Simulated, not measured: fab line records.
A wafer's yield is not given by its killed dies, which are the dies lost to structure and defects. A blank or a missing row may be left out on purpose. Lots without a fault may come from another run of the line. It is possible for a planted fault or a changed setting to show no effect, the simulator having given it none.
Matching of chambers    flow nand harc    NHARC_P_BONDPAD_CMP_32 on cmp-02: 4 sister chambers
The step polishes SiCN, target thk 200 nm. 4 wafers are shown with their chamber, then 9 later ones without.

== EACH WAFER AND ITS CHAMBER ==
wafer   chamber  motor current A (A)
L640.1  2        12.3
L645.6  0        12.1
L646.1  3        13.3
L646.6  1        11.0

== WAFERS WITH NO CHAMBER GIVEN ==
wafer   motor current A (A)
L647.2  13.2
L647.3  12.4
L647.6  12.8
L649.2  11.7
L649.3  11.5
L649.5  12.4
L648.3  12.6
L648.4  13.3
L648.6  11.3

== WHICH CHAMBER EACH WENT THROUGH ==
wafer   from the rows above           in truth
L647.2  3                             3
L647.3  can't be placed: 2 or 0       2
L647.6  can't be placed: 2 or 3 or 0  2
L649.2  can't be placed: 0 or 2 or 1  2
L649.3  can't be placed: 1 or 0 or 2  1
L649.5  can't be placed: 2 or 0       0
L648.3  can't be placed: 2 or 0 or 3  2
L648.4  3                             3
L648.6  can't be placed: 1 or 0       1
Correct placement for 2 of the 9. Unplaceable from these rows: 7, with the true chamber sitting among the candidates in 7. 0 placed wrongly.
How it was worked out, from the rows above alone: a wafer's distance from a chamber is the root of the sum, over the readings, of the square of ((its reading less the chamber's mean) divided by the reading's scatter). The wafer belongs to the nearest chamber; if the next one is less than 2 further off, it can't be placed. For every chamber, the mean is computed from those of its wafers that are shown. The scatter: root of mean squared gap, hidden wafer to nearest shown wafer, with one shown wafer a chamber.
